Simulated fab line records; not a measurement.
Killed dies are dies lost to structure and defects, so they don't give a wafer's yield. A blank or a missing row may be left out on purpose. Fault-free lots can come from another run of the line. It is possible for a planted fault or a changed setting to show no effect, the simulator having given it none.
fab line records    flow n5Finfet
record lots=7  wafers=21  lastDay=17
route steps=1938 shown BEOL_M4@1111 BEOL_M6@1261 BEOL_M7@1266 PASSIVATION@1936
lots that met no fault: from a run of the same line without faults
startH: the number of hours between the record's first day and the start of the first shown wafer of the lot    waitH: hours elapsed since this lot's preceding step    " unchanged from the row above    L1.1+2: one row covering several wafers at once    - no value present, or no start provided    * or withheld: withheld    < > ~ a bound
route shown NAME@n: a module of which the file shows steps, and the number in the route of the first    usual: average and standard deviation across the fault-free wafers    same: alike in all rows    chamber/n: place in a boat    sites: per-site readings    _std_site: their standard deviation    _edge_site: mean of outer sites minus mean of inner sites    radiusMm: how far each site lies from the wafer's centre    mask NAME#n: copy n    behind: tool/chamber where the wafer was last shaped    hold: what put the lot on hold/how long, in hours/how the hold closed    device: whichever transistor did not switch (one of n, p or np)    end of line: at the end of the route, the tests of the same wafers    a step without rows: its recipe alone    killed: dies that structure and defects cost at the first sort, which is not the same as the wafer's yield    map: per-die view of a wafer (x killed, . not killed, _ where there is no die)
set.NAME: setting as actually run; set.NAME@STEP: the setting as run at that earlier step    model.NAME: the simulator's own value behind a step, which no gauge read
a sample of lots followed through the steps of the route, with each step as a table and each wafer as a row
services: the hour from which a tool's chamber was out of use, counted from the record's first day as startH (under 0 if before that day), plus the number of hours and why
## steps
# step N5_BEOL_M4_RC_MEAS_101
# usual DIBL_N=36.4/1.4  DIBL_P=36.4/1.5  IOFF_N=0.156/0.022  IOFF_P=0.210/0.023  ION_N=675/9.1  ION_P=463/5.7  SS_N=71.6/0.45  SS_P=73.3/0.56  VT_N=250/3.1  VT_P=-250.3/2.3
lot.wafer  tool       chamber  startH  waitH  DIBL_N[mV/V]  DIBL_P[mV/V]  IOFF_N[nA/um]  IOFF_P[nA/um]  ION_N[uA/um]  ION_P[uA/um]  SS_N[mV/dec]  SS_P[mV/dec]  VT_N[mV]  VT_P[mV]
L273.2     prober-01  0        202.31  0.2    36.4          38.4          0.172          0.220          680           464           71.4          73.1          248       -247.6
L273.4     "          0        "       "      34.4          36.0          0.147          0.183          676           466           71.8          73.3          251       -254.1
L273.6     "          0        "       "      35.7          37.3          0.159          0.201          680           463           71.4          73.2          252       -251.3
L276.2     prober-01  0        221.91  0.2    34.3          35.6          0.126          0.196          674           469           70.8          72.6          250       -251.6
L276.3     "          0        "       "      34.1          34.4          0.120          0.192          677           472           71.4          72.4          254       -249.2
L276.5     "          0        "       "      35.5          36.1          0.141          0.218          673           472           71.5          73.1          248       -245.6
L280.1     prober-01  0        241.96  0.0    36.7          39.1          0.176          0.239          683           470           72.3          74.5          245       -248.6
L280.3     "          0        "       "      38.2          40.0          0.215          0.259          691           466           71.8          73.4          243       -246.6
L280.4     "          0        "       "      35.7          37.9          0.169          0.216          676           460           71.2          73.3          245       -248.6
L281.1     prober-01  0        249.15  0.0    36.8          37.6          0.161          0.204          683           463           71.3          72.9          250       -250.2
L281.3     "          0        "       "      36.9          37.7          0.157          0.212          670           457           71.6          73.1          253       -247.6
L281.5     "          0        "       "      35.2          36.0          0.137          0.183          667           458           71.2          73.0          253       -249.6
L285.1     prober-01  0        275.01  0.0    39.9          36.8          0.185          0.245          683           464           70.8          73.8          248       -249.2
L285.2     "          0        "       "      36.8          32.7          0.114          0.179          657           461           70.9          72.2          254       -251.9
L285.5     "          0        "       "      38.7          35.2          0.155          0.214          676           465           71.2          73.6          250       -249.4
L288.1     prober-01  0        289.62  0.0    37.7          38.4          0.171          0.213          681           467           71.7          73.4          250       -251.3
L288.3     "          0        "       "      37.9          38.2          0.176          0.225          681           465           72.3          73.7          249       -249.6
L288.6     "          0        "       "      38.8          40.0          0.190          0.240          691           463           71.6          73.7          249       -248.2
L292.2     prober-02  0        315.48  0.2    35.8          35.7          0.152          0.211          673           468           71.3          73.6          252       -248.7
L292.5     "          0        "       "      34.8          34.3          0.131          0.188          672           465           71.2          73.3          251       -250.2
L292.6     "          0        "       "      35.5          35.9          0.142          0.224          673           467           71.6          73.2          252       -248.7
# step N5_BEOL_M6_RS_MEAS_57
# recipe thkMeasGauge=four-point-probe  reads=Cu_of_BEOL_M6_ECD_50+Co_of_BEOL_M6_CVD_78+TaN_of_BEOL_M6_ALD_77
# usual M6_RS=0.288/0.0072
lot.wafer  tool          chamber  startH  waitH  M6_RS[ohm/sq]
L273.2     filmMetro-02  -        221.91  0.1    0.290
L273.4     "             -        "       "      0.295
L273.6     "             -        "       "      0.290
L276.2     filmMetro-02  -        242.93  0.1    0.288
L276.3     "             -        "       "      0.290
L276.5     "             -        "       "      0.292
L280.1     filmMetro-02  -        265.38  0.1    0.284
L280.3     "             -        "       "      0.289
L280.4     "             -        "       "      0.289
L281.1     filmMetro-01  -        273.39  0.1    0.276
L281.3     "             -        "       "      0.287
L281.5     "             -        "       "      0.281
L285.1     filmMetro-01  -        293.80  0.1    0.303
L285.2     "             -        "       "      0.294
L285.5     "             -        "       "      0.300
L288.1     filmMetro-01  -        314.14  0.1    0.290
L288.3     "             -        "       "      0.302
L288.6     "             -        "       "      0.283
L292.2     filmMetro-02  -        333.70  0.1    0.285
L292.5     "             -        "       "      0.284
L292.6     "             -        "       "      0.288
# step N5_BEOL_M7_PECVD_70
# recipe material=SiO2  targetThkA=200  tempC=400  precursor=TEOS/O2  pressureTorr=5.5  rfW=450  teosFlowSccm=53.8  gas=O2  flowSccm=3000  timeS=22.7
# usual heaterPowerOuterW=416/70  heaterPowerW=705/96  showerheadPlenumPTorr=8.76/0.044  throttleValvePct=22.3/0.53
lot.wafer  tool      chamber  startH  waitH  heaterPowerOuterW  heaterPowerW  showerheadPlenumPTorr  throttleValvePct
L273.2     pecvd-04  2        222.59  0.0    400                678           8.69                   21.9
L273.4     "         0        "       "      502                875           8.75                   21.9
L273.6     "         1        "       "      314                538           8.73                   22.9
L276.2     pecvd-03  0        243.61  0.0    356                645           8.85                   23.4
L276.3     "         2        "       "      487                776           8.74                   22.0
L276.5     "         0        "       "      364                654           8.84                   23.1
L280.1     pecvd-03  1        266.89  0.0    442                778           8.72                   23.1
L280.3     "         2        "       "      465                751           8.74                   22.2
L280.4     "         2        "       "      452                729           8.74                   22.1
L281.1     pecvd-04  0        274.54  0.0    452                792           8.79                   22.3
L281.3     "         2        "       "      340                578           8.71                   21.8
L281.5     "         1        "       "      272                494           8.72                   22.9
L285.1     pecvd-02  2        294.48  0.0    405                640           8.78                   21.4
L285.2     "         1        "       "      566                858           8.79                   21.8
L285.5     "         2        "       "      412                671           8.80                   21.2
L288.1     pecvd-04  1        314.81  0.0    279                487           8.70                   22.9
L288.3     "         2        "       "      367                624           8.71                   22.0
L288.6     "         1        "       "      275                501           8.71                   22.3
L292.2     pecvd-04  0        334.38  0.0    433                738           8.79                   22.3
L292.5     "         0        "       "      440                763           8.78                   22.5
L292.6     "         2        "       "      393                680           8.69                   21.8
# step N5_BEOL_M7_ETCH_62
# recipe chemistry=N2/H2  target=SOC  targetDepthA=1100  overetchA=220  maskMaterial=SiARC  tempC=40  timeS=165  ionEnergyEv=200  pressureMtorr=30  sourceW=840  biasW=150  n2FlowSccm=200  h2FlowSccm=200
# usual drypumpMotorCurrentA=5.7/0.62  oesProductAu=0.67/0.056  rfVppV=523.9/2.5  showerheadPlenumPTorr=2.54/0.085  throttleValvePct=17.83/0.2
lot.wafer  tool        chamber  startH  waitH  drypumpMotorCurrentA  oesProductAu  rfHoursCounterH  rfVppV  showerheadPlenumPTorr  throttleValvePct
L273.2     rieDiel-04  1        225.70  0.0    5.9                   0.63          162              528.2   2.65                   17.92
L273.4     "           2        "       "      6.2                   0.64          147              520.0   2.44                   18.06
L273.6     "           3        "       "      5.9                   0.74          -                526.6   2.58                   17.63
L276.2     rieDiel-04  2        245.85  0.0    6.2                   0.64          149              520.5   2.44                   18.08
L276.3     "           1        "       "      5.9                   0.63          164              527.3   2.65                   17.92
L276.5     "           3        "       "      5.9                   0.73          -                524.6   2.58                   17.66
L280.1     rieDiel-04  3        269.80  0.0    5.9                   0.72          54               525.5   2.58                   17.65
L280.3     "           0        "       "      5.3                   0.72          40               529.4   2.70                   17.60
L280.4     "           2        "       "      6.2                   0.64          156              520.5   2.44                   18.10
L281.1     rieDiel-04  0        275.28  0.0    5.3                   0.72          41               528.4   2.70                   17.62
L281.3     "           3        "       "      5.9                   0.73          54               525.6   2.58                   17.66
L281.5     "           2        "       "      6.3                   0.63          -                519.7   2.44                   18.08
L285.1     rieDiel-01  1        296.54  0.0    6.8                   0.66          117              522.8   2.56                   17.80
L285.2     "           0        "       "      5.5                   0.68          107              524.4   2.57                   17.74
L285.5     "           2        "       "      4.9                   0.62          -                520.3   2.43                   17.90
L288.1     rieDiel-06  0        317.22  0.0    6.3                   0.71          68               525.1   2.58                   17.71
L288.3     "           3        "       "      5.1                   0.59          245              519.8   2.40                   18.28
L288.6     "           2        "       "      6.6                   0.73          -                524.9   2.58                   17.91
L292.2     rieDiel-06  2        335.61  0.0    6.6                   0.72          55               525.3   2.58                   17.93
L292.5     "           0        "       "      6.3                   0.70          -                525.6   2.58                   17.73
L292.6     "           2        "       "      6.6                   0.72          -                525.6   2.58                   17.93
# step N5_BEOL_M7_STRIP_19
# recipe chemistry=O2  powerW=400  tempC=40  pressureMtorr=30  rfFrequencyHz=6e+07  biasPowerW=0  overashFraction=0.2  o2FlowSccm=225
# usual drypumpMotorCurrentA=5.8/0.6  oesProductAu=0.81/0.074  rfVppV=3.6/0.6  showerheadPlenumPTorr=2.11/0.073  throttleValvePct=16.67/0.2
lot.wafer  tool        chamber  startH  waitH  drypumpMotorCurrentA  oesProductAu  rfHoursCounterH  rfVppV  showerheadPlenumPTorr  throttleValvePct
L273.2     rieDiel-04  2        226.20  0.3    6.2                   0.76          147              4.0     2.03                   16.89
L273.4     "           1        "       "      5.9                   0.76          162              4.3     2.18                   16.74
L273.6     "           0        "       "      5.4                   0.92          -                4.1     2.24                   16.47
L276.2     rieDiel-01  3        246.17  0.1    5.4                   0.89          23               4.1     2.05                   16.29
L276.3     "           0        "       "      5.4                   0.81          90               3.5     2.12                   16.54
L276.5     "           1        "       "      6.7                   0.79          -                3.0     2.12                   16.62
L280.1     rieDiel-04  2        270.11  0.1    6.2                   0.75          156              3.1     2.02                   16.91
L280.3     "           1        "       "      5.9                   0.75          172              3.6     2.17                   16.77
L280.4     "           3        "       "      5.9                   0.86          54               2.5     2.14                   16.52
L281.1     rieDiel-04  3        275.58  0.1    5.9                   0.86          55               3.6     2.13                   16.52
L281.3     "           2        "       "      6.2                   0.75          158              3.9     2.02                   16.91
L281.5     "           3        "       "      5.8                   0.86          -                3.9     2.14                   16.51
L285.1     rieDiel-06  0        296.93  0.2    6.3                   0.86          62               3.2     2.13                   16.45
L285.2     "           1        "       "      4.9                   0.72          233              4.0     2.08                   16.82
L285.5     "           2        "       "      6.6                   0.89          -                2.8     2.13                   16.66
L288.1     rieDiel-04  2        317.52  0.1    6.2                   0.74          170              3.5     2.02                   16.92
L288.3     "           1        "       "      5.9                   0.74          186              4.0     2.17                   16.78
L288.6     "           1        "       "      5.9                   0.74          -                3.8     2.17                   16.81
L292.2     rieDiel-01  1        335.91  0.1    6.8                   0.76          130              3.6     2.11                   16.68
L292.5     "           2        "       "      4.9                   0.71          -                3.2     2.00                   16.76
L292.6     "           1        "       "      6.8                   0.77          -                4.6     2.11                   16.66
# step N5_BEOL_M7_CD_MEAS_18
# recipe pitchNm=80  targetCdNm=40
# usual cdNm=39.9/0.51
lot.wafer  tool      chamber  startH  waitH  cdNm
L273.2     cdSem-02  -        226.27  0.1    39.3
L273.4     "         -        "       "      39.2
L273.6     "         -        "       "      40.3
L276.2     cdSem-02  -        246.24  0.1    39.9
L276.3     "         -        "       "      40.2
L276.5     "         -        "       "      40.4
L280.1     cdSem-02  -        270.19  0.1    39.6
L280.3     "         -        "       "      -
L280.4     "         -        "       "      40.2
L281.1     cdSem-01  -        275.65  0.0    -
L281.3     "         -        "       "      39.7
L281.5     "         -        "       "      39.3
L285.1     cdSem-02  -        297.00  0.0    40.2
L285.2     "         -        "       "      40.4
L285.5     "         -        "       "      40.5
L288.1     cdSem-01  -        317.59  0.0    39.7
L288.3     "         -        "       "      38.8
L288.6     "         -        "       "      39.6
L292.2     cdSem-02  -        335.98  0.1    39.2
L292.5     "         -        "       "      39.2
L292.6     "         -        "       "      39.4
# step N5_BEOL_M7_VIA_ETCH_34
# recipe chemistry=C4F6/O2  target=SiCOH_lowk  targetDepthA=1255  maskMaterial=SOC  taperDeg=4  timeS=50.5  ionEnergyEv=250  pressureMtorr=30  sourceW=345  biasW=185  Ar_flow_sccm=300  C4F6_flow_sccm=10  O2_flow_sccm=10
# usual drypumpMotorCurrentA=5.8/0.62  oes_f_703_au=0.80/0.072  oesProductAu=0.80/0.074  rfVppV=669/6.6  showerheadPlenumPTorr=2.85/0.089  throttleValvePct=20.91/0.19
lot.wafer  tool        chamber  startH  waitH  drypumpMotorCurrentA  oes_f_703_au  oesProductAu  rfHoursCounterH  rfVppV  showerheadPlenumPTorr  throttleValvePct
L273.2     rieDiel-06  2        229.56  0.0    6.6                   0.90          0.91          22               678     2.91                   20.93
L273.4     "           3        "       "      5.1                   0.70          0.70          216              666     2.70                   21.26
L273.6     "           0        "       "      6.3                   0.87          0.89          -                664     2.90                   20.69
L276.2     rieDiel-04  2        250.38  0.0    6.2                   0.74          0.74          150              672     2.75                   21.10
L276.3     "           3        "       "      5.9                   0.86          0.85          48               672     2.88                   20.71
L276.5     "           3        "       "      5.9                   0.86          0.87          -                671     2.88                   20.69
L280.1     rieDiel-06  0        274.02  0.0    6.3                   0.85          0.87          54               665     2.90                   20.72
L280.3     "           2        "       "      6.6                   0.88          0.33          35               676     2.90                   20.80
L280.4     "           3        "       "      5.1                   0.69          0.69          231              666     2.70                   21.28
L281.1     rieDiel-04  3        276.26  0.0    5.9                   0.85          0.31          55               671     2.88                   20.56
L281.3     "           0        "       "      5.3                   0.89          0.89          42               670     3.02                   20.70
L281.5     "           1        "       "      5.9                   0.75          0.74          -                668     2.96                   21.05
L285.1     rieDiel-06  2        297.91  0.0    6.6                   0.87          0.88          43               678     2.90                   20.97
L285.2     "           3        "       "      5.1                   0.68          0.69          239              666     2.69                   21.29
L285.5     "           2        "       "      6.6                   0.86          0.90          -                675     2.90                   20.97
L288.1     rieDiel-06  3        318.67  0.0    5.1                   0.67          0.68          245              667     2.69                   21.31
L288.3     "           0        "       "      6.3                   0.83          0.84          69               666     2.89                   20.73
L288.6     "           1        "       "      5.0                   0.70          0.70          -                677     2.81                   20.98
L292.2     rieDiel-06  2        337.97  0.0    6.6                   0.84          0.85          55               677     2.89                   20.99
L292.5     "           2        "       "      6.6                   0.85          0.86          -                675     2.89                   20.99
L292.6     "           0        "       "      6.2                   0.83          0.84          -                665     2.89                   20.75
# step N5_BEOL_M7_OCD_MEAS_38
# usual trenchDepthNm=93.5/1.4
lot.wafer  tool    chamber  startH  waitH  trenchDepthNm
L273.2     ocd-01  -        229.81  -      95.7
L273.4     "       -        "       "      92.1
L273.6     "       -        "       "      95.0
L276.2     ocd-01  -        250.63  -      92.6
L276.3     "       -        "       "      92.3
L276.5     "       -        "       "      93.3
L280.1     ocd-02  -        274.27  -      94.2
L280.3     "       -        "       "      0.1
L280.4     "       -        "       "      90.7
L281.1     ocd-01  -        276.51  -      0.1
L281.3     "       -        "       "      93.9
L281.5     "       -        "       "      95.5
L285.1     ocd-01  -        298.16  -      94.7
L285.2     "       -        "       "      90.6
L285.5     "       -        "       "      95.8
L288.1     ocd-01  -        318.92  -      91.3
L288.3     "       -        "       "      95.3
L288.6     "       -        "       "      91.8
L292.2     ocd-01  -        338.22  -      96.1
L292.5     "       -        "       "      94.2
L292.6     "       -        "       "      94.0
# step N5_BEOL_M7_CD_MEAS_35
# recipe targetCdNm=40  polarity=opening
# usual cdNm=39.9/0.49
lot.wafer  tool      chamber  startH  waitH  cdNm
L273.2     cdSem-03  -        229.97  0.0    39.1
L273.4     "         -        "       "      39.2
L273.6     "         -        "       "      39.8
L276.2     cdSem-01  -        250.78  0.0    40.5
L276.3     "         -        "       "      40.7
L276.5     "         -        "       "      40.4
L280.1     cdSem-02  -        274.52  0.0    39.3
L280.3     "         -        "       "      -
L280.4     "         -        "       "      39.4
L281.1     cdSem-03  -        276.66  0.0    -
L281.3     "         -        "       "      39.5
L281.5     "         -        "       "      39.4
L285.1     cdSem-01  -        298.31  0.0    39.9
L285.2     "         -        "       "      40.1
L285.5     "         -        "       "      40.3
L288.1     cdSem-03  -        319.08  0.0    39.8
L288.3     "         -        "       "      39.1
L288.6     "         -        "       "      39.1
L292.2     cdSem-02  -        338.38  0.0    39.4
L292.5     "         -        "       "      39.2
L292.6     "         -        "       "      39.7
# step N5_PASSIVATION_PROBE_49
# usual defectLimitedYield=91.5/1.3  killed_at_M0_to_M3=33/10  killed_at_M4_up=13/4  killedAtContacts=12/6.3  killedAtFrontEnd=39/11  killedAtOther=3.4/2.6  killedDies=100/15  killedOnRim=13/4  killedOpen=65/11  killedShort=34/7.8  sort_bin_5_function=5.0/0.89  sort_bin_6_memory=3.2/0.58  sortNPass=1080/15  sortYieldPct=91.5/1.3
# same grossDies=1180  killedAtBackSide=0  sort_bin_4_leakage[%]=0  sort_bin_8_speed[%]=0
lot.wafer  tool       chamber  startH  waitH  defectLimitedYield[%]  killed_at_M0_to_M3  killed_at_M4_up  killedAtContacts  killedAtFrontEnd  killedAtOther  killedDies  killedOnRim  killedOpen  killedShort  sort_bin_5_function[%]  sort_bin_6_memory[%]  sortNPass  sortYieldPct[%]
L280.1     prober-01  -        357.64  0.0    92.9                   40                  16               7                 18                3              84          13           64          20           4.8                     2.1                   1096       92.9
L280.3     prober-01  -        357.74  0.1    0.1                    14                  1116             10                37                2              1179        152          44          27           97.9                    1.9                   1          0.1
L280.4     prober-01  -        357.79  0.2    92.1                   23                  12               23                34                1              93          5            73          20           5.2                     2.6                   1087       92.1
L281.1     prober-02  -        361.92  0.0    1.3                    36                  1038             8                 79                4              1165        151          78          60           94.6                    3.6                   15         1.3
L281.3     prober-02  -        362.02  0.1    89.7                   38                  15               22                41                6              122         23           75          42           5.0                     4.5                   1058       89.7
L281.5     prober-02  -        362.12  0.2    91.3                   19                  11               11                58                4              103         18           62          41           5.3                     3.3                   1077       91.3
# killed by level:class
L280.1 BEOL_M2:geometricParticle:open=12 STI_FIN_REVEAL:geometricParticle:open=8 BEOL_M8:geometricParticle:open=7 BEOL_M0_SAQP:geometricParticle:open=6 DUMMY_GATE:geometricParticle:open=5 BEOL_M0_SAQP:geometricParticle:short=5 BEOL_M1:geometricParticle:open=5 BEOL_M3:geometricParticle:open=5
L280.3 BEOL_M7:areaEtch=1107 FIN_SAQP:geometricParticle:open=9 FIN_SAQP:geometricParticle:short=8 STI_FIN_REVEAL:geometricParticle:open=7 MOL_CONTACT_COAG:geometricParticle:open=7 GATE_CUT:geometricParticle:short=3 MOL_CONTACT_COAG:geometricParticle:short=3 BEOL_M0_SAQP:geometricParticle:open=3
L280.4 MOL_CONTACT_COAG:geometricParticle:open=20 STI_FIN_REVEAL:geometricParticle:open=12 BEOL_M3:geometricParticle:open=8 BEOL_M2:geometricParticle:open=7 FIN_SAQP:geometricParticle:open=5 BEOL_M3:geometricParticle:short=4 DUMMY_GATE:geometricParticle:short=3 MOL_CONTACT_COAG:geometricParticle:short=3
L281.1 BEOL_M7:areaEtch=1027 FIN_SAQP:geometricParticle:short=25 FIN_SAQP:geometricParticle:open=13 BEOL_M3:geometricParticle:open=11 GATE_CUT:geometricParticle:open=11 GATE_CUT:geometricParticle:short=11 BEOL_M0_SAQP:geometricParticle:short=9 MOL_CONTACT_COAG:geometricParticle:open=8
L281.3 MOL_CONTACT_COAG:geometricParticle:open=21 FIN_SAQP:geometricParticle:short=12 BEOL_M0_SAQP:geometricParticle:short=12 BEOL_M2:geometricParticle:open=8 BEOL_M3:geometricParticle:open=8 FIN_SAQP:geometricParticle:open=7 BEOL_M0_SAQP:geometricParticle:open=5 STARTING-WAFER:geometricParticle:open=4
L281.5 FIN_SAQP:geometricParticle:open=20 FIN_SAQP:geometricParticle:short=11 MOL_CONTACT_COAG:geometricParticle:open=9 STARTING-WAFER:geometricParticle:short=5 GATE_CUT:geometricParticle:short=4 BEOL_M2:geometricParticle:open=4 BEOL_M3:geometricParticle:open=4 BEOL_M5:geometricParticle:open=4
## services
tool        chamber  startH  hours  kind
pecvd-04    -        200.31  1.6    repair
pecvd-02    2        202.38  -      clean
pecvd-02    2        202.38  -      consumableReplace:showerhead
pecvd-02    2        202.38  29.0   scheduledDown
pecvd-02    2        202.38  29.0   ventCycle
rieDiel-06  -        213.84  2.8    pm
pecvd-03    -        214.46  1.7    repair
pecvd-03    -        225.74  3.7    repair
rieDiel-04  -        228.29  14.6   pm
rieDiel-01  2        247.70  9.1    repair
pecvd-03    0        253.56  2.1    scheduledDown
rieDiel-04  2        255.92  2.1    repair
rieDiel-01  3        261.33  9.2    repair
pecvd-04    2        263.06  2.1    scheduledDown
pecvd-02    -        307.15  0.7    repair
pecvd-04    1        324.98  5.5    scheduledDown
rieDiel-01  -        326.60  0.4    repair
rieDiel-06  3        333.41  3.6    repair
rieDiel-06  3        337.04  -      clean
rieDiel-06  3        337.04  -      consumableReplace:focusRing
rieDiel-06  3        337.04  -      consumableReplace:showerhead
rieDiel-06  3        337.04  15.9   scheduledDown
rieDiel-06  3        337.04  15.9   ventCycle
## key
firstSign step=N5_BEOL_M7_CD_MEAS_18  reading=cdNm  direction=missing
effect step=N5_BEOL_M7_VIA_ETCH_34  reading=oesProductAu  direction=down  sigmas=6.4  usual=0.80  struck=0.32
effect step=N5_BEOL_M7_OCD_MEAS_38  reading=trenchDepthNm  direction=down  sigmas=69  usual=93.5  struck=0.1
effect step=N5_BEOL_M7_CD_MEAS_35  reading=cdNm  direction=missing
effect step=N5_PASSIVATION_PROBE_49  reading=killed_at_M4_up  direction=up  sigmas=99+  usual=13  struck=1077
moreKillsBornAt N5_BEOL_M7_ETCH_62@rieDiel-04=2134
metAt N5_BEOL_M7_ETCH_62
struckLots L280,L281
struckWafers L280.3,L281.1
laterRowsLeftOut L280.3,L281.1
notActingAt N5_BEOL_M6_RS_MEAS_57,N5_BEOL_M7_PECVD_70,N5_BEOL_M7_STRIP_19
fault kind=processParameterDrift  tool=rieDiel-04  chamber=0  onsetH=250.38  steps=N5_BEOL_M7_ETCH_62  channel=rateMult  offset=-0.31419  shape=step  endH=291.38
# laterRowsLeftOut: the simulator's readings of these wafers behind a module that went badly wrong aren't trusted and aren't shown, but for the sort
